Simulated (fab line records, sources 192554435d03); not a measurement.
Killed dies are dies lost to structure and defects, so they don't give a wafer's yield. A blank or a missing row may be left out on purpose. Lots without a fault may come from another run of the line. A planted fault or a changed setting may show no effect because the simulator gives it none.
Split-lot experiment | flow n5_finfet | 7 lots, 21 wafers read, on a route of 1938 steps

THE SPLIT
At N5_ZERO_LAYER_EXPOSE_08 (exposes mask ZERO, defocus 0 nm, target cd 2000 nm), the setting dose_mj was moved away from the recipe's 16.2 on 5 of the 21 wafers read, by -6.1% to +5.6%. The other wafers ran this setting at the recipe's value.

FROM THE SPLIT TO THE READING: what the file shows between them, 3 steps
- N5_ZERO_LAYER_PEB_09
- N5_ZERO_LAYER_DEVELOP_10: develop time 60 s
- N5_ZERO_LAYER_HARDBAKE_23: time 120 s

THE READING
cd_nm, in nm, at N5_ZERO_LAYER_CD_MEAS_11 (target cd 2000 nm). Fault-free wafers of this fab line usually give 1999.3 nm, standard deviation 2.3 nm.

wafer  | tool, chamber at the split | dose_mj as run | against the recipe | cd_nm, nm | against lot-mates on the recipe
L074.2 | krf_scanner-01, 0          | 16.2           | recipe             | 2003.2    | -
L074.5 | krf_scanner-01, 0          | 16.2           | recipe             | 1995.3    | -
L074.6 | krf_scanner-01, 0          | 16.2           | recipe             | 1998.9    | -
L077.1 | krf_scanner-01, 0          | 16.2           | recipe             | 1999.1    | -
L077.3 | krf_scanner-01, 0          | 16.2           | recipe             | 1997.6    | -
L077.4 | krf_scanner-01, 0          | 16.2           | recipe             | 1998.0    | -
L079.3 | krf_scanner-01, 0          | 16.2           | recipe             | 2001.6    | -
L079.5 | krf_scanner-01, 0          | 16.2           | recipe             | 2004.2    | -
L079.6 | krf_scanner-01, 0          | 16.2           | recipe             | 2001.0    | -
L080.2 | krf_scanner-02, 0          | 16.2           | recipe             | 2002.4    | -
L080.3 | krf_scanner-02, 0          | 16.2           | recipe             | 2001.3    | -
L080.5 | krf_scanner-02, 0          | 16.2           | recipe             | 1999.4    | -
L090.4 | krf_scanner-01, 0          | 17.1           | +5.6%              | 2009.9    | +12.7
L090.5 | krf_scanner-01, 0          | 17.1           | +5.6%              | 2007.3    | +10.1
L090.6 | krf_scanner-01, 0          | 16.2           | recipe             | 1997.2    | -
L093.3 | krf_scanner-01, 0          | 15.35          | -5.2%              | 1990.5    | -9.8
L093.5 | krf_scanner-01, 0          | 16.2           | recipe             | 2000.3    | -
L093.6 | krf_scanner-01, 0          | 15.35          | -5.2%              | 1991.2    | -9.1
L097.1 | krf_scanner-01, 0          | 16.2           | recipe             | 1996.4    | -
L097.3 | krf_scanner-01, 0          | 16.2           | recipe             | 1999.4    | -
L097.4 | krf_scanner-01, 0          | 15.21          | -6.1%              | 1983.7    | -14.2

THE FIT
A straight line over all 21 wafers: cd_nm changes by +1.87 nm for each +1% of dose_mj; r = +0.90; the points scatter about the line by 2.5 nm.
The same after taking each lot's own level away (the mean of its wafers on the recipe; 21 wafers): +2.03 nm for each +1%; r = +0.96; scatter 1.7 nm.
On that fit, the largest move of dose_mj shifts the reading by 12 nm.
The lots' own levels span 1997.20 to 2002.27 nm, that is 2.2 times the standard deviation above.
So the lot-to-lot level changes the slope little: the two slopes agree.
Check: with one of the wafers moved furthest among these (-6.1%) left out of the fit, the line predicts -11.7 nm for it against its lot-mates. It came out at -14.2 nm against them.

THE WHOLE CHAIN: every reading that the file lists as answering this split, in the file's order
step                     | what it does             | reading                                                           | change (the file's fit)              | r (the file's)
N5_ZERO_LAYER_CD_MEAS_11 | target cd 2000 nm        | cd_nm                                                             | +2.09 nm for each +1% of the setting | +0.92
N5_ZERO_LAYER_DESCUM_16  | chemistry O2, time 7.9 s | ZERO_LAYER.cd_nm (the simulator's own value, which no gauge read) | +2.14 nm for each +1% of the setting | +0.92

THE FILE'S OWN FIT
cd_nm changes by +2.09 nm for each +1% of dose_mj, r = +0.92.
